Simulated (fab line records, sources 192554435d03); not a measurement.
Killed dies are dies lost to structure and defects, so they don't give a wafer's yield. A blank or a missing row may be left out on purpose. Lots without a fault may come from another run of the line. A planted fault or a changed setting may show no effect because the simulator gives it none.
Split-lot experiment | flow n5_finfet | 7 lots, 39 wafers read, on a route of 1938 steps

THE SPLIT
At N5_FIN_SAQP_HM_DEP_03 (deposits SiNx from SiH4/NH3/N2, target thk 38 nm, time 33.6 s), the setting time_s was moved away from the recipe's 33.6 s on 15 of the 39 wafers read, by -59.2% to +42.1%. The other wafers ran this setting at the recipe's value.

FROM THE SPLIT TO THE READING: what the file shows between them, 8 steps
- N5_FIN_SAQP_THK_MEAS_05
- N5_FIN_SAQP_PECVD_47: deposits a-Si from SiH4/He, target thk 45 nm, time 36.3 s
- N5_FIN_SAQP_PECVD_48: deposits SiNx from SiH4/NH3/N2, target thk 25 nm, time 22.1 s
- N5_FIN_SAQP_MANDREL2_REMOVE_60: chemistry HBr/Cl2/O2, target a-Si, stops on SiNx, bt time 10 s
- N5_FIN_SAQP_HM_OPEN_33: chemistry CH3F/O2, target SiNx, target depth 49.4 nm, time 70.6 s
- N5_FIN_SAQP_ETCH_34: etches SiO2 in C4F6/O2, target depth 45 nm, time 15 s
- N5_FIN_SAQP_STRIP_77: strips in N2/H2, time 90 s
- N5_FIN_SAQP_ETCH_64: etches SiO2 in CF4, target depth 1.5 nm

THE READING
SiNx_of_FIN_SAQP_HM_DEP_03.thk_nm (the simulator's own value, which no gauge read), in nm, at N5_FIN_SAQP_FIN_ETCH_36 (etches the open film in HBr/Cl2/O2, target depth 120 nm, time 50.4 s). The file gives no usual value for it. The 24 wafers here that ran the recipe average 21.2 nm, standard deviation 0.49 nm.

wafer  | tool, chamber at the split | time_s as run, s | against the recipe | SiNx_of_FIN_SAQP_HM_DEP_03.thk_nm, nm | against lot-mates on the recipe
L082.1 | pecvd-03, 2                | 33.6             | recipe             | 21.8                                  | -
L082.2 | pecvd-03, 0                | 44.62            | +32.8%             | 33.8                                  | +12.2
L082.3 | pecvd-03, 1                | 33.6             | recipe             | 21                                    | -
L082.4 | pecvd-03, 1                | 44.62            | +32.8%             | 34.6                                  | +13.0
L082.5 | pecvd-03, 2                | 33.6             | recipe             | 22                                    | -
L082.6 | pecvd-03, 0                | 44.62            | +32.8%             | 34.4                                  | +12.8
L087.1 | pecvd-04, 1                | 33.6             | recipe             | 20.8                                  | -
L087.5 | pecvd-04, 0                | 33.6             | recipe             | 20.8                                  | -
L087.2 | pecvd-04, 2                | 13.7             | -59.2%             | 0                                     | -20.9
L087.3 | pecvd-04, 0                | 13.7             | -59.2%             | 0                                     | -20.9
L087.6 | pecvd-04, 1                | 13.7             | -59.2%             | 0                                     | -20.9
L087.4 | pecvd-04, 2                | 33.6             | recipe             | 21.2                                  | -
L088.1 | pecvd-03, 2                | 33.6             | recipe             | 21                                    | -
L088.3 | pecvd-03, 0                | 33.6             | recipe             | 22                                    | -
L088.6 | pecvd-03, 0                | 33.6             | recipe             | 21.4                                  | -
L091.1 | pecvd-04, 1                | 33.6             | recipe             | 20.6                                  | -
L091.2 | pecvd-04, 0                | 33.6             | recipe             | 20.2                                  | -
L091.3 | pecvd-04, 2                | 33.6             | recipe             | 20.4                                  | -
L091.4 | pecvd-04, 0                | 33.6             | recipe             | 21.2                                  | -
L091.6 | pecvd-04, 2                | 33.6             | recipe             | 21.2                                  | -
L091.5 | pecvd-04, 1                | 33.6             | recipe             | 21.6                                  | -
L093.1 | pecvd-01, 2                | 33.6             | recipe             | 20.8                                  | -
L093.2 | pecvd-01, 1                | 33.6             | recipe             | 21.4                                  | -
L093.3 | pecvd-01, 0                | 26.05            | -22.5%             | 12.4                                  | -8.7
L093.4 | pecvd-01, 2                | 33.6             | recipe             | 21                                    | -
L093.5 | pecvd-01, 0                | 26.05            | -22.5%             | 12.2                                  | -8.9
L093.6 | pecvd-01, 1                | 26.05            | -22.5%             | 13                                    | -8.1
L094.1 | pecvd-04, 1                | 33.6             | recipe             | 20.6                                  | -
L094.2 | pecvd-04, 0                | 25.03            | -25.5%             | 10.8                                  | -10.0
L094.3 | pecvd-04, 1                | 33.6             | recipe             | 20.8                                  | -
L094.4 | pecvd-04, 0                | 25.03            | -25.5%             | 11.2                                  | -9.6
L094.5 | pecvd-04, 1                | 25.03            | -25.5%             | 11.4                                  | -9.4
L094.6 | pecvd-04, 0                | 33.6             | recipe             | 21                                    | -
L096.1 | pecvd-03, 2                | 47.73            | +42.1%             | 37.4                                  | +15.7
L096.2 | pecvd-03, 0                | 47.73            | +42.1%             | 37                                    | +15.3
L096.3 | pecvd-03, 1                | 33.6             | recipe             | 21.4                                  | -
L096.4 | pecvd-03, 0                | 47.73            | +42.1%             | 38                                    | +16.3
L096.5 | pecvd-03, 1                | 33.6             | recipe             | 22                                    | -
L096.6 | pecvd-03, 2                | 33.6             | recipe             | 21.6                                  | -

THE FIT
A straight line over all 39 wafers: SiNx_of_FIN_SAQP_HM_DEP_03.thk_nm changes by +0.376 nm for each +1% of time_s; r = +1.00; the points scatter about the line by 0.6 nm.
The same after taking each lot's own level away (the mean of its wafers on the recipe; 39 wafers): +0.368 nm for each +1%; r = +1.00; scatter 0.47 nm.
On that fit, the largest move of time_s shifts the reading by 22 nm.
The lots' own levels span 20.80 to 21.67 nm, that is 1.8 times the standard deviation above.
So the lot-to-lot level changes the slope little: the two slopes agree.
Check: with one of the wafers moved furthest among these (-59.2%) left out of the fit, the line predicts -21.8 nm for it against its lot-mates. It came out at -20.9 nm against them.

THE WHOLE CHAIN: every reading that the file lists as answering this split, in the file's order
step                    | what it does                                                         | reading                                                                            | change (the file's fit)               | r (the file's)
N5_FIN_SAQP_HM_DEP_03   | deposits SiNx from SiH4/NH3/N2, target thk 38 nm, time 33.6 s        | SiNx_of_FIN_SAQP_HM_DEP_03.thk_nm (the simulator's own value, which no gauge read) | +0.381 nm for each +1% of the setting | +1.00
N5_FIN_SAQP_THK_MEAS_05 |                                                                      | thk_nm                                                                             | withheld for each +1% of the setting  | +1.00
N5_FIN_SAQP_HM_OPEN_33  | chemistry CH3F/O2, target SiNx, target depth 49.4 nm, time 70.6 s    | etch_rf_on_time_s                                                                  | withheld for each +1% of the setting  | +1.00
N5_FIN_SAQP_HM_OPEN_33  | chemistry CH3F/O2, target SiNx, target depth 49.4 nm, time 70.6 s    | etch.depth_nm (the simulator's own value, which no gauge read)                     | +0.381 nm for each +1% of the setting | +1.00
N5_FIN_SAQP_FIN_ETCH_36 | etches the open film in HBr/Cl2/O2, target depth 120 nm, time 50.4 s | SiNx_of_FIN_SAQP_HM_DEP_03.thk_nm (the simulator's own value, which no gauge read) | +0.367 nm for each +1% of the setting | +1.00

THE FILE'S OWN FIT
SiNx_of_FIN_SAQP_HM_DEP_03.thk_nm changes by +0.367 nm for each +1% of time_s, r = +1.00.
